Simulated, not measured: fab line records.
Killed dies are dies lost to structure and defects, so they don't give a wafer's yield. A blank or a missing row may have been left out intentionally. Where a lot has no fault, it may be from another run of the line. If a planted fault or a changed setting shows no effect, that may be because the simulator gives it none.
Matching of chambers || flow nandHarc || NHARC_A_SGD_CUT_ETCH_58 on rieDiel-12 has 4 sister chambers
The step etches the open film in CF4, target depth 39 nm, time 65 s. 14 wafers are shown with their chamber, then 7 later ones without.

## WAFERS PAIRED WITH THEIR CHAMBERS
{"wafer": "L592.3", "chamber": 1, "showerheadPlenumPTorr (Torr)": 1.84, "drypumpMotorCurrentA (A)": 6.6, "rfVppV (V)": 152.6}
{"wafer": "L592.4", "chamber": 2, "showerheadPlenumPTorr (Torr)": 1.88, "drypumpMotorCurrentA (A)": 5.1, "rfVppV (V)": 154.3}
{"wafer": "L592.5", "chamber": 1, "showerheadPlenumPTorr (Torr)": 1.84, "drypumpMotorCurrentA (A)": 6.6, "rfVppV (V)": 152.4}
{"wafer": "L597.2", "chamber": 3, "showerheadPlenumPTorr (Torr)": 1.90, "drypumpMotorCurrentA (A)": 6.3, "rfVppV (V)": 152.4}
{"wafer": "L597.3", "chamber": 2, "showerheadPlenumPTorr (Torr)": 1.88, "drypumpMotorCurrentA (A)": 5.2, "rfVppV (V)": 154.3}
{"wafer": "L597.5", "chamber": 3, "showerheadPlenumPTorr (Torr)": 1.90, "drypumpMotorCurrentA (A)": 6.4, "rfVppV (V)": 153.7}
{"wafer": "L599.1", "chamber": 0, "showerheadPlenumPTorr (Torr)": 1.65, "drypumpMotorCurrentA (A)": 6.5, "rfVppV (V)": 148.5}
{"wafer": "L599.2", "chamber": 3, "showerheadPlenumPTorr (Torr)": 1.90, "drypumpMotorCurrentA (A)": 6.4, "rfVppV (V)": 153.1}
{"wafer": "L599.3", "chamber": 2, "showerheadPlenumPTorr (Torr)": 1.88, "drypumpMotorCurrentA (A)": 5.2, "rfVppV (V)": 152.9}
{"wafer": "L601.2", "chamber": 3, "showerheadPlenumPTorr (Torr)": 1.89, "drypumpMotorCurrentA (A)": 6.4, "rfVppV (V)": 151.4}
{"wafer": "L601.4", "chamber": 0, "showerheadPlenumPTorr (Torr)": 1.65, "drypumpMotorCurrentA (A)": 6.5, "rfVppV (V)": 149.8}
{"wafer": "L601.5", "chamber": 1, "showerheadPlenumPTorr (Torr)": 1.84, "drypumpMotorCurrentA (A)": 6.6, "rfVppV (V)": 152.6}
{"wafer": "L603.1", "chamber": 0, "showerheadPlenumPTorr (Torr)": 1.65, "drypumpMotorCurrentA (A)": 6.4, "rfVppV (V)": 149.9}
{"wafer": "L603.3", "chamber": 1, "showerheadPlenumPTorr (Torr)": 1.84, "drypumpMotorCurrentA (A)": 6.6, "rfVppV (V)": 152.0}

SIGNATURES (means of the wafers above)
{"reading": "showerheadPlenumPTorr", "chamber 0": 1.6500, "chamber 1": 1.8400, "chamber 2": 1.8800, "chamber 3": 1.8975, "scatter within a chamber": 0.00274}
{"reading": "drypumpMotorCurrentA", "chamber 0": 6.467, "chamber 1": 6.600, "chamber 2": 5.167, "chamber 3": 6.375, "scatter within a chamber": 0.0456}
{"reading": "rfVppV", "chamber 0": 149.400, "chamber 1": 152.400, "chamber 2": 153.833, "chamber 3": 152.650, "scatter within a chamber": 0.755}
Rule: for each reading, subtract the chamber's mean from the wafer's reading, divide by that reading's scatter and square the result; add these up over the readings and take the root, which gives the wafer's distance from the chamber. If the next closest chamber is less than 2 further off than the closest, the wafer can't be placed; otherwise it belongs to the closest. How the scatter is found: for the shown wafers, subtract from each reading the mean of its chamber, square and add these, divide the total by (wafers less chambers), then take the root.

## WAFERS WHOSE CHAMBER IS MISSING
{"wafer": "L603.5", "showerheadPlenumPTorr (Torr)": 1.84, "drypumpMotorCurrentA (A)": 6.6, "rfVppV (V)": 154.0}
{"wafer": "L604.1", "showerheadPlenumPTorr (Torr)": 1.89, "drypumpMotorCurrentA (A)": 6.4, "rfVppV (V)": 154.2}
{"wafer": "L604.2", "showerheadPlenumPTorr (Torr)": 1.65, "drypumpMotorCurrentA (A)": 6.5, "rfVppV (V)": 149.9}
{"wafer": "L604.5", "showerheadPlenumPTorr (Torr)": 1.65, "drypumpMotorCurrentA (A)": 6.5, "rfVppV (V)": 149.4}
{"wafer": "L606.2", "showerheadPlenumPTorr (Torr)": 1.88, "drypumpMotorCurrentA (A)": 5.2, "rfVppV (V)": 153.6}
{"wafer": "L606.4", "showerheadPlenumPTorr (Torr)": 1.65, "drypumpMotorCurrentA (A)": 6.4, "rfVppV (V)": 152.0}
{"wafer": "L606.6", "showerheadPlenumPTorr (Torr)": 1.88, "drypumpMotorCurrentA (A)": 5.2, "rfVppV (V)": 152.2}

## WHICH CHAMBER EACH WENT THROUGH
{"wafer": "L603.5", "from the rows above": 1, "in truth": 1}
{"wafer": "L604.1", "from the rows above": 3, "in truth": 3}
{"wafer": "L604.2", "from the rows above": 0, "in truth": 0}
{"wafer": "L604.5", "from the rows above": 0, "in truth": 0}
{"wafer": "L606.2", "from the rows above": 2, "in truth": 2}
{"wafer": "L606.4", "from the rows above": 0, "in truth": 0}
{"wafer": "L606.6", "from the rows above": 2, "in truth": 2}
Correct placement for 7 of the 7. From these rows, 0 cannot be placed. Number placed wrongly: 0.
